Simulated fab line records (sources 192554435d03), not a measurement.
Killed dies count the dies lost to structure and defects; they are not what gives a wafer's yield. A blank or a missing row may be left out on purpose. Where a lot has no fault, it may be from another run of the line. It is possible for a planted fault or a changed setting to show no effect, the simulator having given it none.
fab line records    flow n5-finfet
record: lots: 14  wafers: 41  last-day: 18
route steps=1938 shown BEOL_M14@1753 BEOL_M15@1780
lots that met no fault: taken from a fault-free run of the same line
start-h: hours from the record's opening day to when the first of the lot's shown wafers began    wait-h: time in hours since the lot's previous step    " the same as in the row above    L1.1+2: one row covering several wafers at once    - no value present, or no start provided    * or withheld: withheld    < > ~ a bound
route shown NAME@n: names a module that has steps shown in the file, with the first one's number in the route    usual: mean/standard deviation taken from wafers without a fault    same: alike in all rows    chamber/n: place in a boat    sites: per-site readings    _std_site: the values' standard deviation    _edge_site: mean of outer sites minus mean of inner sites    radius-mm: for every site, how far away it sits from the centre of the wafer    mask NAME#n: copy n    behind: the last tool/chamber to shape the wafer    hold: why the lot was held/for how many hours/how that ended    device: the n, p or np transistor that did not switch    end of line: at the end of the route, the tests of the same wafers    step lacking rows: just its recipe    killed: dies that structure and defects cost at the first sort, which is not the same as the wafer's yield    map: dies across one wafer; x = killed, . = not, _ = none there
set.NAME: the setting the step ran with; set.NAME@STEP: the setting that earlier step ran with    model.NAME: the simulator's own value behind a step, which no gauge read
route steps across a sampled set of lots; one table per step, one row per wafer
services: when a tool's chamber went out of use (start-h, in hours from the record's first day, below 0 if earlier), for how many hours, and the reason
== steps ==
step: N5_BEOL_M14_TRENCH_ETCH_34
recipe: chemistry: C4F8/O2/Ar  target: SiO2  target-depth-a: 5566.5  mask-material: SOC  he-inner-torr: 15  he-outer-torr: 30  time-s: 126.9  ion-energy-ev: 800  pressure-mtorr: 20  source-w: 1905  bias-w: 2040  Ar_flow_sccm: 400  C4F8_flow_sccm: 16  O2_flow_sccm: 12
usual: drypump-motor-current-A: 5.8/0.36  oes-product-au: 0.82/0.086  rf-vpp-V: 2228/40  showerhead-plenum-p-Torr: 3.47/0.12  throttle-valve-pct: 30.78/0.28
lot.wafer  tool         chamber  start-h  wait-h  drypump-motor-current-A  oes-product-au  rf-hours-counter-h  rf-vpp-V  showerhead-plenum-p-Torr  throttle-valve-pct
L606.1     rie-diel-03  0        252.84   0.0     5.8                      0.67            244                 2268      3.52                      30.38
L606.2     "            1        "        "       5.8                      0.81            61                  2244      3.45                      30.81
L606.6     "            0        "        "       5.8                      0.68            -                   2269      3.52                      30.38
L607.3     rie-diel-03  0        265.25   0.0     5.8                      0.67            249                 2269      3.52                      30.40
L607.4     "            3        "        "       5.5                      0.87            -                   2148      3.36                      30.90
L607.5     "            0        "        "       5.8                      0.66            -                   2269      3.52                      30.38
L608.2     rie-diel-03  1        266.94   0.0     5.8                      0.81            66                  2244      3.45                      30.82
L608.3     "            0        "        "       5.8                      0.67            250                 2268      3.52                      30.39
L608.6     "            1        "        "       5.8                      0.81            -                   2243      3.45                      30.81
L609.1     rie-diel-04  0        273.82   0.0     6.4                      0.93            18                  2171      3.53                      31.58
L609.3     "            3        "        "       5.7                      0.91            25                  2248      3.49                      30.77
L609.6     "            2        "        "       5.5                      0.69            -                   2277      3.27                      30.79
L610.3     rie-diel-05  1        274.41   0.0     5.6                      0.67            242                 2242      3.25                      30.69
L610.4     "            0        "        "       6.6                      0.78            140                 2239      3.57                      30.98
L610.6     "            3        "        "       5.7                      0.69            -                   2245      3.37                      30.67
L612.1     rie-diel-04  1        288.08   0.0     6.1                      0.81            102                 2234      3.46                      30.76
L612.3     "            2        "        "       5.5                      0.68            223                 2277      3.26                      30.81
L612.5     "            1        "        "       6.1                      0.81            -                   2235      3.46                      30.77
L611.1     rie-diel-05  2        293.85   0.0     5.1                      0.84            60                  2201      3.65                      30.70
L611.4     "            1        "        "       5.6                      0.66            -                   2242      3.24                      30.68
L611.5     "            2        "        "       5.1                      0.84            -                   2200      3.65                      30.70
L613.1     rie-diel-04  0        300.90   0.0     6.4                      0.91            28                  2173      3.52                      31.61
L613.2     "            1        "        "       6.1                      0.79            107                 2234      3.46                      30.75
L613.3     "            2        "        "       5.5                      0.68            227                 2277      3.26                      30.80
L619.3     rie-diel-03  0        332.69   0.0     5.8                      0.92            21                  2266      3.51                      30.31
L619.4     "            3        "        "       5.6                      0.84            73                  2146      3.35                      30.95
L619.6     "            0        "        "       5.8                      0.91            -                   2268      3.51                      30.31
L620.3     rie-diel-03  3        345.06   0.0     5.5                      0.84            77                  2145      3.34                      30.95
L620.4     "            0        "        "       5.8                      0.90            -                   2267      3.51                      30.29
L620.6     "            2        "        "       5.9                      0.87            -                   2195      3.64                      30.61
L623.2     rie-diel-05  3        366.22   0.0     5.7                      0.94            20                  2245      3.36                      30.57
L623.4     "            0        "        "       6.7                      0.74            171                 2238      3.56                      31.01
L623.6     "            2        "        "       5.1                      0.81            -                   2200      3.63                      30.74
L627.1     rie-diel-03  3        385.03   0.0     5.5                      0.82            90                  2144      3.34                      30.94
L627.2     "            2        "        "       5.9                      0.86            49                  2194      3.64                      30.62
L627.3     "            1        "        "       5.8                      0.77            108                 2241      3.43                      30.87
L625.1     rie-diel-05  2        396.28   0.0     5.1                      0.79            94                  2199      3.63                      30.71
L625.2     "            3        "        "       5.7                      0.91            32                  2245      3.36                      30.60
L625.6     "            0        "        "       6.6                      0.72            -                   2236      3.55                      31.02
L626.1     rie-diel-03  3        398.91   0.0     5.5                      0.81            96                  2144      3.33                      30.94
L626.3     "            1        "        "       5.8                      0.76            113                 2241      3.42                      30.87
step: N5_BEOL_M15_PEB_08
recipe: peb-temp-c: 130  peb-time-s: 90
usual: chill-plate-temp-C: 22.99/0.11  exhaust-pa: 45.0/0.92  resist-line-temp-C: 23.00/0.11
lot.wafer  tool            chamber  start-h  wait-h  chill-plate-temp-C  exhaust-pa  resist-line-temp-C
L606.1     litho-track-05  0        256.06   0.1     22.91               45.0        23.01
L606.2     "               0        "        "       23.11               43.8        22.93
L606.6     "               0        "        "       22.92               45.0        22.93
L607.3     litho-track-05  0        268.27   0.0     22.90               45.5        23.04
L607.4     "               0        "        "       22.91               45.8        22.99
L607.5     "               0        "        "       23.06               45.1        23.23
L608.2     litho-track-05  0        271.79   0.0     22.75               44.0        23.15
L608.3     "               0        "        "       22.88               44.5        23.10
L608.6     "               0        "        "       23.03               45.3        23.16
L609.1     litho-track-01  0        279.95   0.1     22.84               42.4        22.95
L609.3     "               0        "        "       22.92               43.7        22.72
L609.6     "               0        "        "       22.89               44.1        22.91
L610.3     litho-track-02  0        280.20   0.0     23.10               46.1        22.90
L610.4     "               0        "        "       22.91               45.8        23.02
L610.6     "               0        "        "       23.09               45.2        22.94
L612.1     litho-track-05  0        295.24   0.1     22.99               46.0        23.03
L612.3     "               0        "        "       23.02               43.2        23.07
L612.5     "               0        "        "       23.15               43.6        23.06
L611.1     litho-track-02  0        298.15   0.1     22.79               45.3        23.04
L611.4     "               0        "        "       22.68               45.1        22.93
L611.5     "               0        "        "       23.07               45.1        22.94
L613.1     litho-track-05  0        304.14   0.1     22.78               43.9        23.00
L613.2     "               0        "        "       23.01               43.7        22.82
L613.3     "               0        "        "       23.03               43.8        23.01
L619.3     litho-track-02  -        338.11   0.0     -                   -           -
L619.4     "               -        "        "       -                   -           -
L619.6     "               -        "        "       -                   -           -
L620.3     litho-track-02  -        348.11   0.0     -                   -           -
L620.4     "               -        "        "       -                   -           -
L620.6     "               -        "        "       -                   -           -
L623.2     litho-track-02  0        369.66   0.0     22.93               44.6        23.10
L623.4     "               0        "        "       23.00               43.7        22.94
L623.6     "               0        "        "       22.96               46.2        23.10
L627.1     litho-track-05  0        387.82   0.1     23.08               45.3        23.01
L627.2     "               0        "        "       23.07               46.3        23.09
L627.3     "               0        "        "       23.10               46.1        22.86
L625.1     litho-track-05  0        399.76   0.1     23.00               44.4        23.11
L625.2     "               0        "        "       23.07               45.7        23.15
L625.6     "               0        "        "       22.94               45.1        23.14
L626.1     litho-track-05  0        403.09   0.1     23.13               43.6        23.04
L626.3     "               0        "        "       23.04               44.8        23.06
step: N5_BEOL_M15_STRIP_63
recipe: chemistry: O2  power-w: 600  temp-c: 60  pressure-mtorr: 30  rf-frequency-hz: 6e+07  bias-power-w: 0  overash-fraction: 0.3  o2-flow-sccm: 225
usual: drypump-motor-current-A: 5.7/0.37  oes-product-au: 0.80/0.09  rf-vpp-V: 3.7/0.76  showerhead-plenum-p-Torr: 2.11/0.068  throttle-valve-pct: 16.65/0.22
lot.wafer  tool         chamber  start-h  wait-h  drypump-motor-current-A  oes-product-au  rf-hours-counter-h  rf-vpp-V  showerhead-plenum-p-Torr  throttle-valve-pct
L606.1     rie-diel-01  1        -        -       6.4                      0.86            57                  3.1       2.04                      16.50
L606.2     "            3        "        "       5.9                      0.81            124                 4.0       2.21                      16.68
L606.6     "            3        "        "       5.9                      0.80            -                   4.8       2.21                      16.71
L607.3     rie-diel-06  2        -        -       5.2                      0.69            222                 3.1       2.15                      16.93
L607.4     "            1        "        "       5.4                      0.95            8                   2.9       2.07                      16.29
L607.5     "            1        "        "       5.4                      0.95            -                   3.5       2.07                      16.30
L608.2     rie-diel-02  1        -        -       5.2                      0.73            193                 3.8       2.00                      16.48
L608.3     "            2        "        "       5.8                      0.70            223                 3.7       2.16                      16.86
L608.6     "            1        "        "       5.2                      0.74            -                   4.5       2.00                      16.49
L609.1     rie-diel-02  1        -        -       5.2                      0.73            196                 4.2       2.00                      16.46
L609.3     "            2        "        "       5.8                      0.70            226                 2.9       2.16                      16.89
L609.6     "            0        "        "       5.9                      0.93            -                   3.4       2.22                      16.78
L610.3     rie-diel-02  0        -        -       5.9                      0.93            11                  3.8       2.22                      16.77
L610.4     "            0        "        "       5.9                      0.92            -                   2.1       2.22                      16.81
L610.6     "            1        "        "       5.2                      0.73            -                   4.9       2.00                      16.45
L612.1     rie-diel-02  2        -        -       5.8                      0.68            233                 3.8       2.16                      16.89
L612.3     "            1        "        "       5.2                      0.72            202                 5.1       2.00                      16.52
L612.5     "            3        "        "       6.4                      0.96            -                   3.9       2.07                      16.42
L611.1     rie-diel-02  1        -        -       5.2                      0.72            203                 3.3       2.00                      16.50
L611.4     "            2        "        "       5.8                      0.69            234                 4.3       2.16                      16.90
L611.5     "            2        "        "       5.8                      0.69            -                   3.7       2.16                      16.90
L613.1     rie-diel-06  0        -        -       5.9                      0.88            35                  4.1       2.07                      16.55
L613.2     "            1        "        "       5.5                      0.93            19                  3.1       2.07                      16.34
L613.3     "            2        "        "       5.2                      0.68            233                 2.4       2.15                      16.94
L619.3     rie-diel-02  2        -        -       5.8                      0.69            245                 3.7       2.15                      16.93
L619.4     "            0        "        "       5.9                      0.88            -                   3.2       2.22                      16.82
L619.6     "            2        "        "       5.8                      0.69            -                   4.8       2.15                      16.93
L620.3     rie-diel-06  0        -        -       5.9                      0.87            47                  3.7       2.06                      16.58
L620.4     "            2        "        "       5.2                      0.67            -                   3.1       2.14                      16.99
L620.6     "            0        "        "       5.9                      0.87            -                   4.7       2.06                      16.59
L623.2     rie-diel-06  1        -        -       5.5                      0.88            37                  4.9       2.06                      16.36
L623.4     "            3        "        "       5.5                      0.80            -                   4.4       2.11                      16.53
L623.6     "            1        "        "       5.5                      0.88            -                   3.2       2.06                      16.38
L627.1     rie-diel-01  2        -        -       5.6                      0.68            232                 3.8       2.05                      16.44
L627.2     "            0        "        "       5.4                      0.76            138                 3.2       2.12                      17.10
L627.3     "            1        "        "       6.4                      0.81            86                  4.4       2.03                      16.54
L625.1     rie-diel-06  0        -        -       5.9                      0.83            65                  4.5       2.06                      16.61
L625.2     "            2        "        "       5.2                      0.96            5                   2.0       2.14                      16.48
L625.6     "            2        "        "       5.2                      0.96            -                   4.0       2.14                      16.47
L626.1     rie-diel-01  1        -        -       6.4                      0.81            90                  3.3       2.03                      16.56
L626.3     "            2        "        "       5.6                      0.69            236                 2.7       2.05                      16.47
step: N5_BEOL_M15_STRIP_64
recipe: chemistry: O2  power-w: 600  temp-c: 60  pressure-mtorr: 30  rf-frequency-hz: 6e+07  bias-power-w: 0  overash-fraction: 0.3  o2-flow-sccm: 225
usual: drypump-motor-current-A: 5.7/0.36  oes-product-au: 0.80/0.092  rf-vpp-V: 3.7/0.46  showerhead-plenum-p-Torr: 2.11/0.068  throttle-valve-pct: 16.65/0.22
lot.wafer  tool         chamber  start-h  wait-h  drypump-motor-current-A  oes-product-au  rf-hours-counter-h  rf-vpp-V  showerhead-plenum-p-Torr  throttle-valve-pct
L606.1     rie-diel-01  1        -        -       6.4                      0.84            57                  4.2       2.04                      16.50
L606.2     "            3        "        "       5.9                      0.79            124                 3.5       2.21                      16.69
L606.6     "            3        "        "       5.9                      0.80            -                   3.7       2.21                      16.68
L607.3     rie-diel-06  2        -        -       5.2                      0.70            222                 3.6       2.15                      16.95
L607.4     "            1        "        "       5.5                      0.95            8                   3.3       2.07                      16.30
L607.5     "            1        "        "       5.5                      0.96            -                   3.4       2.07                      16.32
L608.2     rie-diel-02  1        -        -       5.2                      0.73            193                 4.2       2.00                      16.48
L608.3     "            2        "        "       5.8                      0.69            223                 3.5       2.16                      16.88
L608.6     "            1        "        "       5.2                      0.73            -                   2.8       2.00                      16.47
L609.1     rie-diel-02  1        -        -       5.2                      0.74            196                 4.2       2.00                      16.49
L609.3     "            2        "        "       5.7                      0.69            226                 3.8       2.16                      16.90
L609.6     "            0        "        "       5.9                      0.93            -                   4.1       2.22                      16.78
L610.3     rie-diel-02  0        -        -       5.9                      0.93            11                  4.7       2.22                      16.79
L610.4     "            0        "        "       5.9                      0.93            -                   3.4       2.22                      16.77
L610.6     "            1        "        "       5.2                      0.73            -                   4.4       2.00                      16.49
L612.1     rie-diel-02  2        -        -       5.8                      0.67            233                 3.8       2.16                      16.90
L612.3     "            1        "        "       5.2                      0.72            202                 3.8       2.00                      16.47
L612.5     "            3        "        "       6.4                      0.96            -                   3.9       2.07                      16.45
L611.1     rie-diel-02  1        -        -       5.2                      0.73            203                 4.0       2.00                      16.49
L611.4     "            2        "        "       5.8                      0.69            234                 4.1       2.16                      16.91
L611.5     "            2        "        "       5.8                      0.68            -                   4.0       2.16                      16.91
L613.1     rie-diel-06  0        -        -       5.9                      0.88            35                  3.5       2.07                      16.56
L613.2     "            1        "        "       5.4                      0.92            19                  2.7       2.07                      16.33
L613.3     "            2        "        "       5.2                      0.69            233                 3.6       2.15                      16.96
L619.3     rie-diel-02  2        -        -       5.8                      0.69            245                 4.0       2.15                      16.92
L619.4     "            0        "        "       5.9                      0.88            -                   4.4       2.22                      16.83
L619.6     "            2        "        "       5.8                      0.68            -                   3.8       2.15                      16.92
L620.3     rie-diel-06  0        -        -       5.9                      0.87            47                  4.3       2.06                      16.58
L620.4     "            2        "        "       5.2                      0.68            -                   3.6       2.14                      16.98
L620.6     "            0        "        "       5.9                      0.87            -                   3.6       2.06                      16.57
L623.2     rie-diel-06  1        -        -       5.5                      0.89            37                  3.5       2.06                      16.37
L623.4     "            3        "        "       5.5                      0.81            -                   3.7       2.11                      16.51
L623.6     "            1        "        "       5.5                      0.88            -                   3.1       2.06                      16.37
L627.1     rie-diel-01  2        -        -       5.6                      0.69            232                 3.7       2.05                      16.46
L627.2     "            0        "        "       5.4                      0.75            138                 4.2       2.12                      17.07
L627.3     "            1        "        "       6.4                      0.81            86                  3.4       2.03                      16.54
L625.1     rie-diel-06  0        -        -       5.8                      0.83            65                  4.3       2.05                      16.62
L625.2     "            2        "        "       5.2                      0.97            5                   3.2       2.14                      16.47
L625.6     "            2        "        "       5.2                      0.97            -                   3.5       2.14                      16.45
L626.1     rie-diel-01  1        -        -       6.4                      0.81            90                  3.3       2.03                      16.56
L626.3     "            2        "        "       5.6                      0.68            237                 4.2       2.05                      16.47
== services ==
tool         chamber  start-h  hours  kind
rie-diel-03  3        248.74   6.3    repair
rie-diel-06  1        250.77   15.2   repair
rie-diel-04  3        251.44   4.5    repair
rie-diel-05  3        256.33   3.1    repair
rie-diel-03  2        262.22   1.6    repair
rie-diel-04  1        270.31   3.5    repair
rie-diel-03  2        283.29   16.3   repair
rie-diel-01  1        306.06   3.2    repair
rie-diel-05  2        309.40   3.4    repair
rie-diel-01  2        317.52   13.2   repair
rie-diel-05  3        320.86   5.4    repair
rie-diel-06  1        324.83   6.5    repair
rie-diel-06  0        329.54   6.8    repair
rie-diel-01  -        331.02   28.1   pm
rie-diel-02  3        337.71   39.6   repair
rie-diel-03  1        344.53   6.7    repair
rie-diel-06  1        347.24   8.0    repair
rie-diel-01  1        364.05   3.9    repair
rie-diel-02  2        370.56   11.4   repair
rie-diel-05  2        371.44   6.7    repair
rie-diel-02  0        374.23   10.2   repair
rie-diel-05  1        376.36   4.9    repair
rie-diel-01  3        376.43   7.4    repair
rie-diel-06  2        390.90   3.9    repair
== key ==
first-sign: step: N5_BEOL_M15_PEB_08  reading: tool-record  direction: missing
effect none on later readings
met-at N5_BEOL_M15_PEB_08
struck-lots L619,L620
later-rows-left-out L619.3,L619.4,L619.6,L620.3,L620.4,L620.6
sort-left-out L619.3,L619.4,L619.6,L620.3,L620.4,L620.6
not-acting-at N5_BEOL_M14_TRENCH_ETCH_34,N5_BEOL_M15_STRIP_63,N5_BEOL_M15_STRIP_64
onset-between 298.15 338.11
fault: kind: skipped-step-whole  tool: litho-track-02  chamber: -  onset-h: 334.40  steps: N5_BEOL_M15_PEB_08  scope: struck-lots-only
sort-left-out: the simulated sort isn't trusted on such a fault, so these wafers' sort isn't shown, and their yield isn't known
later-rows-left-out: the simulator's readings of these wafers behind a module that went badly wrong aren't trusted and aren't shown, but for the sort
